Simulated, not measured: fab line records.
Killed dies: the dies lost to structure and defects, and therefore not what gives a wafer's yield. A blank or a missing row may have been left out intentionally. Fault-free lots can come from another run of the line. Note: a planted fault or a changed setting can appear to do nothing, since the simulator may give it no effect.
Chamber matching | flow n5Finfet | N5_HKMG_FIN_STRIP_90 on rieDiel-06 has 4 sister chambers
The step strips SOC in N2/H2, time 20 s. 20 wafers are shown with their chamber, then 10 later ones without.

## WAFERS, EACH WITH ITS CHAMBER
wafer  | chamber | drypumpMotorCurrentA (A) | showerheadPlenumPTorr (Torr) | throttleValvePct (%)
L075.2 | 3       | 5.4                      | 3.34                         | 19.3
L075.4 | 2       | 5.7                      | 3.31                         | 19.3
L075.6 | 3       | 5.4                      | 3.34                         | 19.3
L076.3 | 1       | 6.6                      | 3.44                         | 19.3
L076.4 | 1       | 6.6                      | 3.44                         | 19.3
L076.6 | 2       | 5.7                      | 3.31                         | 19.4
L080.4 | 3       | 5.4                      | 3.33                         | 19.4
L080.5 | 0       | 6.2                      | 3.30                         | 19.7
L080.6 | 1       | 6.6                      | 3.43                         | 19.3
L082.3 | 0       | 6.2                      | 3.30                         | 19.7
L082.4 | 3       | 5.4                      | 3.33                         | 19.4
L082.6 | 0       | 6.2                      | 3.30                         | 19.7
L084.2 | 3       | 5.4                      | 3.32                         | 19.4
L084.3 | 2       | 5.7                      | 3.30                         | 19.4
L084.6 | 1       | 6.5                      | 3.43                         | 18.9
L087.1 | 0       | 6.2                      | 3.29                         | 19.7
L087.2 | 1       | 6.5                      | 3.43                         | 18.9
L087.5 | 0       | 6.3                      | 3.29                         | 19.7
L088.1 | 3       | 5.4                      | 3.32                         | 19.4
L088.5 | 1       | 6.6                      | 3.43                         | 18.9

SIGNATURES (means of the wafers above)
reading               | chamber 0 | chamber 1 | chamber 2 | chamber 3 | scatter within a chamber
drypumpMotorCurrentA  | 6.220     | 6.567     | 5.700     | 5.400     | 0.0365
showerheadPlenumPTorr | 3.2960    | 3.4333    | 3.3067    | 3.3300    | 0.00671
throttleValvePct      | 19.700    | 19.100    | 19.367    | 19.367    | 0.127
Rule: a wafer's distance from a chamber is the root of the sum, over the readings, of the square of ((its reading less the chamber's mean) divided by the reading's scatter). If the next closest chamber is less than 2 further off than the closest, the wafer can't be placed; otherwise it belongs to the closest. The scatter is the square root of a quotient: the sum, over the shown wafers, of each reading's squared deviation from its chamber's mean, divided by wafers minus chambers.

## WAFERS MISSING THEIR CHAMBER
wafer  | drypumpMotorCurrentA (A) | showerheadPlenumPTorr (Torr) | throttleValvePct (%)
L088.6 | 5.7                      | 3.29                         | 19.4
L091.1 | 6.1                      | 3.28                         | 19.7
L091.4 | 5.4                      | 3.32                         | 19.4
L091.5 | 5.4                      | 3.32                         | 19.4
L092.2 | 6.6                      | 3.42                         | 19.0
L092.3 | 6.2                      | 3.28                         | 19.7
L092.6 | 6.2                      | 3.28                         | 19.7
L093.2 | 6.5                      | 3.42                         | 19.0
L093.5 | 5.7                      | 3.29                         | 19.4
L093.6 | 5.4                      | 3.31                         | 19.4

## WHICH CHAMBER EACH WENT THROUGH
wafer  | from the rows above | in truth
L088.6 | 2                   | 2
L091.1 | 0                   | 0
L091.4 | 3                   | 3
L091.5 | 3                   | 3
L092.2 | 1                   | 1
L092.3 | 0                   | 0
L092.6 | 0                   | 0
L093.2 | 1                   | 1
L093.5 | 2                   | 2
L093.6 | 3                   | 3
Correctly placed: 10 of 10. Number that these rows cannot place: 0. 0 placed wrongly.
